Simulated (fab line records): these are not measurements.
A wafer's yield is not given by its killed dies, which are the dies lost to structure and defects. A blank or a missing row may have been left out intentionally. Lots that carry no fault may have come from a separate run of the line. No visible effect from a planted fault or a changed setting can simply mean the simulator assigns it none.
Split-lot experiment | flow n5 finfet | 39 wafers read across 7 lots, on a route 1938 steps long

## ABOUT THE SPLIT
At N5_HKMG_FIN_DEVELOP_48 (develop time 30 s), the setting develop time s was moved away from the recipe's 30 s on 9 of the 39 wafers read, by -58.7% to +37.7%. This setting was run at the recipe's value on the other wafers.

No step appears in the file between the split and the reading.

## THE READING
At N5_HKMG_FIN_CD_MEAS_49: cd nm in nanometres, against a target cd of 202 nm. Typical for fault-free wafers on this fab line: 202.1 nm, with standard deviation 0.63 nm.

wafer  | tool, chamber at the split | develop time s as run, s | against the recipe | cd nm, nm | against lot-mates on the recipe
L074.2 | litho track-03, 0          | 30                       | recipe             | 202.8     | -
L074.3 | litho track-03, 0          | 30                       | recipe             | 202.3     | -
L074.5 | litho track-03, 0          | 30                       | recipe             | 202.8     | -
L081.1 | litho track-05, 0          | 30                       | recipe             | 202.8     | -
L081.2 | litho track-05, 0          | 30                       | recipe             | 202.3     | -
L081.3 | litho track-05, 0          | 30                       | recipe             | 201.7     | -
L081.4 | litho track-05, 0          | 30                       | recipe             | 202.2     | -
L081.5 | litho track-05, 0          | 30                       | recipe             | 201.9     | -
L081.6 | litho track-05, 0          | 30                       | recipe             | 202.0     | -
L083.1 | litho track-03, 0          | 30                       | recipe             | 201.9     | -
L083.2 | litho track-03, 0          | 41.31                    | +37.7%             | 204.1     | +2.3
L083.3 | litho track-03, 0          | 41.31                    | +37.7%             | 203.2     | +1.4
L083.4 | litho track-03, 0          | 30                       | recipe             | 201.6     | -
L083.5 | litho track-03, 0          | 30                       | recipe             | 201.8     | -
L083.6 | litho track-03, 0          | 41.31                    | +37.7%             | 203.3     | +1.5
L085.1 | litho track-02, 0          | 30                       | recipe             | 201.9     | -
L085.2 | litho track-02, 0          | 30                       | recipe             | 201.8     | -
L085.3 | litho track-02, 0          | 30                       | recipe             | 201.6     | -
L085.4 | litho track-02, 0          | 30                       | recipe             | 201.7     | -
L085.5 | litho track-02, 0          | 30                       | recipe             | 201.9     | -
L085.6 | litho track-02, 0          | 30                       | recipe             | 202.3     | -
L087.1 | litho track-03, 0          | 12.4                     | -58.7%             | 196.4     | -5.4
L087.2 | litho track-03, 0          | 30                       | recipe             | 201.6     | -
L087.3 | litho track-03, 0          | 30                       | recipe             | 202.0     | -
L087.4 | litho track-03, 0          | 30                       | recipe             | 201.9     | -
L087.5 | litho track-03, 0          | 12.4                     | -58.7%             | 197.7     | -4.1
L087.6 | litho track-03, 0          | 12.4                     | -58.7%             | 197.0     | -4.8
L089.1 | litho track-05, 0          | 30                       | recipe             | 202.0     | -
L089.2 | litho track-05, 0          | 30                       | recipe             | 202.8     | -
L089.3 | litho track-05, 0          | 30                       | recipe             | 201.8     | -
L089.4 | litho track-05, 0          | 30                       | recipe             | 200.7     | -
L089.5 | litho track-05, 0          | 30                       | recipe             | 201.6     | -
L089.6 | litho track-05, 0          | 30                       | recipe             | 202.9     | -
L097.1 | litho track-02, 0          | 30                       | recipe             | 202.4     | -
L097.2 | litho track-02, 0          | 13.31                    | -55.6%             | 197.9     | -3.9
L097.3 | litho track-02, 0          | 30                       | recipe             | 201.5     | -
L097.4 | litho track-02, 0          | 30                       | recipe             | 201.6     | -
L097.5 | litho track-02, 0          | 13.31                    | -55.6%             | 198.1     | -3.7
L097.6 | litho track-02, 0          | 13.31                    | -55.6%             | 197.3     | -4.5

FIT RESULTS
A straight line over all 39 wafers: cd nm changes by +0.0719 nm for each +1% of develop time s; r = +0.95; the points scatter about the line by 0.61 nm.
The same after taking each lot's own level away (the mean of its wafers on the recipe; 39 wafers): +0.071 nm for each +1%; r = +0.96; scatter 0.52 nm.
The reading moves by 4.2 nm for the largest change in develop time s, on that fit.
The lots' own levels span 201.77 to 202.63 nm, that is 1.4 times the standard deviation above.
Hence the lot-to-lot level has little effect on the slope; both slopes agree.
Check: for one of the wafers moved furthest among these (-58.7%), held out of the fit, the line's prediction against its lot-mates is -4.09 nm. It came out at -5.43 nm against them.

## OTHER SPLITS ON THESE WAFERS
These wafers also went through other splits before the reading. Each is held against what the fit with the lots' levels taken away leaves over:
other split on the same wafers | wafers away from the commonest value | r with cd nm (lot level and that fit taken away)
N5_ZERO_LAYER_PECVD_02 time s  | 18                                   | -0.28
N5_FIN_SAQP_ETCH_65 time s     | 12                                   | -0.20

## THE WHOLE CHAIN: every reading that the file lists as answering this split, in the file's order
step                   | what it does                                           | reading                                                                | change (the file's fit)                | r (the file's)
N5_HKMG_FIN_CD_MEAS_49 | target cd 202 nm                                       | cd nm                                                                  | +0.0723 nm for each +1% of the setting | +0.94
N5_HKMG_FIN_ETCH_54    | etches SiARC in CF4, target depth 45.5 nm, time 75.8 s | HKMG_FIN.cd offset nm (the simulator's own value, which no gauge read) | +0.0685 nm for each +1% of the setting | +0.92

## FILE'S OWN FIT
cd nm changes by +0.0723 nm for each +1% of develop time s, r = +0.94.
